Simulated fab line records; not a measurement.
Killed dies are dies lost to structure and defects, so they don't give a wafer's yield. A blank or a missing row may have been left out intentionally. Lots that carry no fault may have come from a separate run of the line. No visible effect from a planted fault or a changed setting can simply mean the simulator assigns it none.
A struck lot beside a sound one	flow n5-finfet	20 steps out of a route of 1938
Sound: wafers L310.1, L310.3, L310.4. Wafers struck: L301.1, L301.4, L301.5. The cause comes at the end.
Each step with rows lists, per side, the tool, then ch with its chambers, then its first start. Under that, the readings that differ: sound wafers	struck wafers	difference of the means	sigmas: that difference in standard deviations of wafers without a fault.
alike: words and numbers the same on both sides, and readings whose means are apart by under 2 such deviations; not compared: readings that were withheld, readings missing a value for some wafer, numbers with overlapping values and no deviation given by the record, and bounds like >300 which may hide the same value.
The two part at a step that has a row with sigmas, a row that says differs or no value, or rows on one side only. Numbers that have no deviation but don't overlap get no sigmas and don't part them. A reading that every wafer of one side lacks parts them only if that side has two wafers or more.

first, 9 steps without rows for these wafers: N5_BEOL_M13_DESCUM_15 (chemistry O2, time 7.9 s); N5_BEOL_M13_ETCH_59 (etches BARC in N2/H2, target depth 89 nm, overetch 26.7 nm, time 67.9 s); N5_BEOL_M13_VIA_ETCH_16 (etches SiOC in C4F8/O2/Ar, target depth 921.7 nm); N5_BEOL_M13_STRIP_63 (strips in N2/H2); N5_BEOL_M13_STRIP_64 (strips in N2/H2); N5_BEOL_M13_STRIP_71 (strips in post etch residue remover, time 60 s); N5_BEOL_M13_SRD_72 (time 30 s, dry time 30 s); N5_BEOL_M13_COAT_65 (time 60 s, resist thk 350 nm); N5_BEOL_M13_COAT_66 (time 60 s, resist thk 110 nm).
N5_BEOL_M13_COAT_22: resist thk 300 nm.
  sound on litho-track-03 ch 0, day 15 06:28; struck on litho-track-03 ch 0, day 12 07:49
reading	sound	struck	difference	sigmas
spin-speed-rpm (rpm)	2889.0 2887.3 2885.7	3362.6 3365.7 3362.9	+476.4	+99 or more
model.coat_of_BEOL_M13_COAT_22.thk-nm (nm)	298.6 298.4 298.4	277.2 276.6 277.2	-21.5	
then, 7 steps without rows for these wafers: N5_BEOL_M13_EBR_24; N5_BEOL_M13_SOFTBAKE_23 (time 60 s); N5_BEOL_M13_EXPOSE_25 (exposes mask M13, target cd 210 nm); N5_BEOL_M13_PEB_26 (peb time 90 s); N5_BEOL_M13_DEVELOP_27 (develop time 45 s); N5_BEOL_M13_HARDBAKE_32 (time 120 s); N5_BEOL_M13_DESCUM_33 (chemistry O2, time 7.9 s).
N5_BEOL_M13_ETCH_67: etches SiARC in CF4, target depth 143 nm, time 238.3 s.
  sound on rie-diel-04 ch 0,2, day 15 06:53; struck on rie-diel-01 ch 1,2, day 12 08:14
reading	sound	struck	difference	sigmas
rf-fwd-power-W (W)	547.8 543.9 545.3	539.6 542.3 542.2	-4.3	-2
model.coat_of_BEOL_M13_COAT_22.thk-nm (nm)	210 209.8 209.8	189 188.4 188.8	-21	
  alike: drypump-motor-current-A, etch-rf-on-time-s, oes-product-au, rf-vpp-V, showerhead-plenum-p-Torr, throttle-valve-pct
  not compared: rf-hours-counter-h
then, 1 step without rows for these wafers: N5_BEOL_M13_ETCH_68 (etches SOC in N2/H2, time 355 s).
N5_PASSIVATION_PROBE_49:
  the record has rows for the struck wafers here (prober-02, day 13 20:41) and none for the sound ones

== WHERE THEY PART ==
Last at N5_PASSIVATION_PROBE_49 as far as this record goes, first at N5_BEOL_M13_COAT_22.

WHY: whatever the simulator had introduced
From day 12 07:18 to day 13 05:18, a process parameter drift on litho-track-03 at N5_BEOL_M13_COAT_22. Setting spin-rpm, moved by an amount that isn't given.
